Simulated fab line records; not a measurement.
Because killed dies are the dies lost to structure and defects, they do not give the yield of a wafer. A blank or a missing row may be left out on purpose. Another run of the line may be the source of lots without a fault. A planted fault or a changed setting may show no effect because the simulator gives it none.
Which tool did it? -- flow nand harc -- 12 lots, 35 wafers sampled, at 5 steps of a route of 1159

== WHAT EACH GAUGE READ, for each wafer ==
NHARC_HYBRID_BOND_OVL_MEAS_05.
lot,measured,on,overlay x nm (nm),overlay y nm (nm)
L449,day 18 17:14,overlay-01,-52 -3 2,21 -11 -1
L452,day 19 05:02,overlay-02,23 21 -19,36 10 -16
L451,day 19 05:02,overlay-01,16 -9 -8,-11 -7 29
L453,day 20 08:08,overlay-01,0 -16 31,-17 -59 -16
L458,day 20 19:01,overlay-02,60 35 -30,25 1 3
L457,day 21 07:51,overlay-01,-9 -66,2 -46
L459,day 22 15:35,overlay-01,31 10 -10,50 -19 -12
L462,day 22 15:35,overlay-02,-25 2 0,4 75 -23
L463,day 22 22:05,overlay-02,6 -67 -38,23 8 -38
L464,day 23 03:28,overlay-01,-17 22 -29,16 7 -32
L469,day 23 19:29,overlay-02,38 40 28,-15 -4 32
L468,day 24 04:07,overlay-01,-43 13 3,-37 -22 13

NHARC_END_SORT_01.
lot,measured,on,defect limited yield (%),killed at array,killed at other,killed at periphery,killed dies,killed open,killed short,sort_bin_2_pct (%),sort_bin_3_pct (%),sort_bin_4_pct (%),sort n pass,sort rim yield pct (%),sort yield pct (%)
L449,day 22 17:03,prober-01,96.2 94.5 95.1,23 35 31,1 0 0,2 2 2,26 37 33,2 1 4,4 3 2,0.7 2.4 1.8,0 0.30 0.15,3.1 2.8 3.0,651 640 644,93 93 98,96.2 94.5 95.1
L452,day 23 00:50,prober-02,96.2 97.9 97.2,22 10 12,0 0 1,4 4 6,26 14 19,3 1 1,0 1 0,1.6 0.7 0.6,0.15 0.15 0.15,2.1 1.2 2.1,651 663 658,100 97 97,96.2 97.9 97.2
L451,day 23 16:25,prober-01,95.9 96.8 95.9,24 19 24,0 0 0,4 3 4,28 22 28,1 6 1,2 0 1,0.3 0.9 0.7,0.59 0.15 0,3.2 2.2 3.4,649 655 649,94 99 97,95.9 96.8 95.9
L453,day 23 17:24,prober-02,0 0 0,12 21 14,663 654 662,2 2 1,677 677 677,1 3 1,0 2 1,98.2 97.6 98.5,0.15 0 0.15,1.6 2.4 1.3,0 0 0,0 0 0,0 0 0
L458,day 23 10:12,prober-01,0 0 0,37 16 31,640 654 645,0 7 1,677 677 677,4 3 3,2 1 3,95.7 97.2 96.8,0.15 0.30 0,4.1 2.5 3.2,0 0 0,0 0 0,0 0 0
L457,day 24 01:52,prober-01,0 0,32 22,641 649,4 6,677 677,8 7,2 2,96.5 97.2,0.30 0.15,3.2 2.7,0 0,0 0,0 0
L459,day 24 15:58,prober-02,96.6 95.1 96.2,22 25 18,0 1 1,1 7 7,23 33 26,3 6 8,4 0 1,0.4 1.9 0.7,0.15 0 0,2.8 3.0 3.1,654 644 651,93 94 93,96.6 95.1 96.2
L462,day 24 15:47,prober-01,95.7 95.3 95.9,26 30 24,0 0 0,3 2 4,29 32 28,1 3 2,3 1 5,1.6 1.2 1.2,0.15 0 0,2.5 3.5 3.0,648 645 649,95 99 92,95.7 95.3 95.9
L463,day 24 23:51,prober-02,96.0 93.1 93.5,20 40 40,0 0 0,7 7 4,27 47 44,2 4 2,2 5 1,0.6 1.8 2.7,0.30 0.44 0.44,3.1 4.7 3.4,650 630 633,93 96 99,96.0 93.1 93.5
L464,day 25 07:33,prober-02,94.4 95.3 93.9,31 26 32,3 2 4,4 4 5,38 32 41,3 1 4,1 0 3,1.2 2.1 1.8,0.30 0.15 0.44,4.1 2.5 3.8,639 645 636,90 97 92,94.4 95.3 93.9
L469,day 25 23:50,prober-01,97.0 97.3 96.6,17 17 19,0 0 1,3 1 3,20 18 23,3 3 3,3 2 2,0.7 0.7 0.7,0.15 0 0,2.1 1.9 2.7,657 659 654,92 98 95,97.0 97.3 96.6
L468,day 26 02:42,prober-02,94.7 91.7 96.0,35 51 26,0 2 1,1 3 0,36 56 27,3 2 1,5 2 3,1.5 2.4 1.3,0.30 0.15 0.15,3.5 5.8 2.5,641 621 650,86 97 92,94.7 91.7 96.0

== TOOL THAT RAN EACH LOT (tool first, then ch and the chambers of the sampled wafers, then the start) ==
lot,NHARC_THIN_TSV_ETCH_44,NHARC_THIN_TSV_STRIP_45,NHARC_THIN_TSV_PRE_CLEAN_50
L449,"rie diel-10 ch 1,3, day 21 16:52","plasma asher-01 ch 1, day 21 17:36","pvd sputter-02, day 22 17:03 or earlier"
L452,"rie diel-09 ch 0,1,2, day 21 19:20","plasma asher-02 ch 0,1, day 21 20:11","pvd sputter-02, day 23 00:50 or earlier"
L451,"rie diel-09 ch 2,3, day 21 20:20","plasma asher-01 ch 0,1, day 21 21:11","pvd sputter-02, day 23 16:25 or earlier"
L453,"rie diel-09 ch 0,1,2, day 21 23:14","plasma asher-02 ch 0,1, day 21 23:58","pvd sputter-02, day 23 17:24 or earlier"
L458,"rie diel-09 ch 2,3, day 22 00:11","plasma asher-02 ch 0,1, day 22 01:04","pvd sputter-03, day 23 10:12 or earlier"
L457,"rie diel-10 ch 2,3, day 22 01:16","plasma asher-01 ch 0, day 22 02:11","pvd sputter-03, day 24 01:52 or earlier"
L459,"rie diel-09 ch 0,2, day 22 19:52","plasma asher-02 ch 0,1, day 22 20:40","pvd sputter-02, day 24 15:58 or earlier"
L462,"rie diel-09 ch 1,2,3, day 22 18:37","plasma asher-01 ch 0,1, day 22 19:23","pvd sputter-02, day 24 15:47 or earlier"
L463,"rie diel-09 ch 0,2,3, day 23 01:09","plasma asher-02 ch 0,1, day 23 01:53","pvd sputter-03, day 24 23:51 or earlier"
L464,"rie diel-09 ch 0,1,2, day 23 06:20","plasma asher-02 ch 0,1, day 23 07:10","pvd sputter-01, day 25 07:33 or earlier"
L469,"rie diel-09 ch 0,1,2, day 23 22:32","plasma asher-01 ch 1, day 23 23:16","pvd sputter-01, day 25 23:50 or earlier"
L468,"rie diel-09 ch 1,2, day 24 06:58","plasma asher-02 ch 0,1, day 24 07:45","pvd sputter-03, day 26 02:42 or earlier"
- NHARC_THIN_TSV_ETCH_44: etches the open film in CF4/O2, target depth 1594.2 nm, time 797.1 s.
- NHARC_THIN_TSV_STRIP_45: strips in O2.
- NHARC_THIN_TSV_PRE_CLEAN_50: time 30 s.

== WHAT THE TOOLS THEMSELVES READ (means of the sampled wafers that have a number; where no wafer has one, the mark that the record gives instead) ==
NHARC_THIN_TSV_ETCH_44.
lot,tool,bias w (W),cf4 flow sccm (sccm),drypump motor current A (A),oes product au (a.u.),rf vpp V (V),showerhead plenum p Torr (Torr),throttle valve pct (%)
L449,rie diel-10,799.9,150.3,5.5,0.997,789,1.75,16.913
L452,rie diel-09,802.5,150.1,5.9,0.993,797,1.86,16.922
L451,rie diel-09,802.7,150.0,5.8,1.002,794,1.82,16.915
L453,rie diel-09,-,-,-,-,-,-,-
L458,rie diel-09,-,-,-,-,-,-,-
L457,rie diel-10,-,-,-,-,-,-,-
L459,rie diel-09,802.8,150.1,5.6,0.998,792,1.79,16.920
L462,rie diel-09,799.8,149.7,5.8,1.003,796,1.84,16.916
L463,rie diel-09,797.1,150.0,5.8,0.998,796,1.84,16.914
L464,rie diel-09,797.7,149.6,5.9,0.996,795,1.86,16.915
L469,rie diel-09,798.2,150.0,5.9,0.993,796,1.86,16.914
L468,rie diel-09,801.6,149.7,5.6,1.001,792,1.80,16.914

NHARC_THIN_TSV_STRIP_45.
lot,tool,drypump motor current A (A),heater power w (W)
L449,plasma asher-01,5.12,367
L452,plasma asher-02,5.64,299
L451,plasma asher-01,5.13,359
L453,plasma asher-02,5.71,309
L458,plasma asher-02,5.63,302
L457,plasma asher-01,5.09,364
L459,plasma asher-02,5.64,306
L462,plasma asher-01,5.12,365
L463,plasma asher-02,5.64,300
L464,plasma asher-02,5.64,299
L469,plasma asher-01,5.12,364
L468,plasma asher-02,5.65,296

NHARC_THIN_TSV_PRE_CLEAN_50.
lot,tool,heater power w (W)
L449,pvd sputter-02,388
L452,pvd sputter-02,400
L451,pvd sputter-02,428
L453,pvd sputter-02,392
L458,pvd sputter-03,423
L457,pvd sputter-03,414
L459,pvd sputter-02,409
L462,pvd sputter-02,387
L463,pvd sputter-03,420
L464,pvd sputter-01,439
L469,pvd sputter-01,454
L468,pvd sputter-03,385

== THE ANSWER, worked out from the rows above alone ==
Rule: the usual values come from the lots themselves. The widest of any qualifying gaps counts: lots, ordered by their means at a reading, are off when they make up no more than a third of the lots, leave a main group of 4 or more, and stand apart from it by 3 or more times the standard deviation of that group's means. The tables above print the reading to a certain number of digits; a main group whose means all agree to those digits is not used. Also off: a lot with no number at a reading for which 4 or more lots have one. The other lots that the step has rows for count as sound. After the gauges, taken in route order, come the tools' own readings; for these a lot's mean is taken, as printed above. The first step at which some lot is off is used, and at that step the reading that is off furthest; a lot without a number counts as furthest.
Off at NHARC_END_SORT_01 (killed at other): L453, L458, L457. Main group: mean 0.6, sd 0.9.
A tool fits if, at a process step before that reading, it ran every lot that is off, and no sound lot after the first of them. The gauges at NHARC_END_SORT_01 aren't tried: what is off there is off at NHARC_THIN_TSV_ETCH_44 too, on other tools, and a gauge's error can't cause that. NHARC_THIN_TSV_PRE_CLEAN_50 gives no start for some lots, so the hours and the order of its lots are those of NHARC_END_SORT_01. Of those tried, none fits.

== WHAT THE SIMULATOR PUT IN ==
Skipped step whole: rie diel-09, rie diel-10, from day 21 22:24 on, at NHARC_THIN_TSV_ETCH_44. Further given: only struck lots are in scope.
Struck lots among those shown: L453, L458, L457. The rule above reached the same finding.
